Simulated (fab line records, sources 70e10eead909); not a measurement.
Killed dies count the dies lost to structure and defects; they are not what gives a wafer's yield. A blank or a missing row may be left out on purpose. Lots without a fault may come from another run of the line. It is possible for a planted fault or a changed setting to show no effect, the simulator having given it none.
Matching of chambers + flow nand_harc + NHARC_A_STAIRCASE_CMP_472 on cmp-02 has 3 sister chambers
The step polishes SiO2. 6 wafers are shown with their chamber, then 6 later ones without.

EACH WAFER AND ITS CHAMBER
| wafer  | chamber | motor_current_A (A) |
|--------|---------|---------------------|
| L081.2 | 1       | 12.6                |
| L084.2 | 3       | 10.6                |
| L089.3 | 1       | 12.6                |
| L089.5 | 3       | 11.6                |
| L089.6 | 2       | 12.0                |
| L090.1 | 2       | 13.0                |

WAFERS MISSING THEIR CHAMBER
| wafer  | motor_current_A (A) |
|--------|---------------------|
| L090.2 | 12.5                |
| L091.2 | 11.2                |
| L091.4 | 12.5                |
| L091.5 | 11.9                |
| L096.2 | 12.4                |
| L096.6 | 12.0                |

THE CHAMBER EACH PASSED THROUGH
| wafer  | from the rows above          | in truth |
|--------|------------------------------|----------|
| L090.2 | can't be placed: 2 or 1      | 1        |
| L091.2 | 3                            | 3        |
| L091.4 | can't be placed: 2 or 1      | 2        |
| L091.5 | can't be placed: 2 or 1 or 3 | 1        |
| L096.2 | can't be placed: 2 or 1      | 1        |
| L096.6 | can't be placed: 2 or 1 or 3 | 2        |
1 of 6 placed correctly. Can't be placed from these rows: 5 (the true chamber is among the candidates in 5). 0 placed wrongly.
How it was worked out, from the rows above alone: a wafer's distance from a chamber is the root of the sum, over the readings, of the square of ((its reading less the chamber's mean) divided by the reading's scatter). If the next closest chamber is less than 2 further off than the closest, the wafer can't be placed; otherwise it belongs to the closest. The mean given for a chamber averages the wafers shown for that chamber. How the scatter is found: for the shown wafers, subtract from each reading the mean of its chamber, square and add these, divide the total by (wafers less chambers), then take the root.
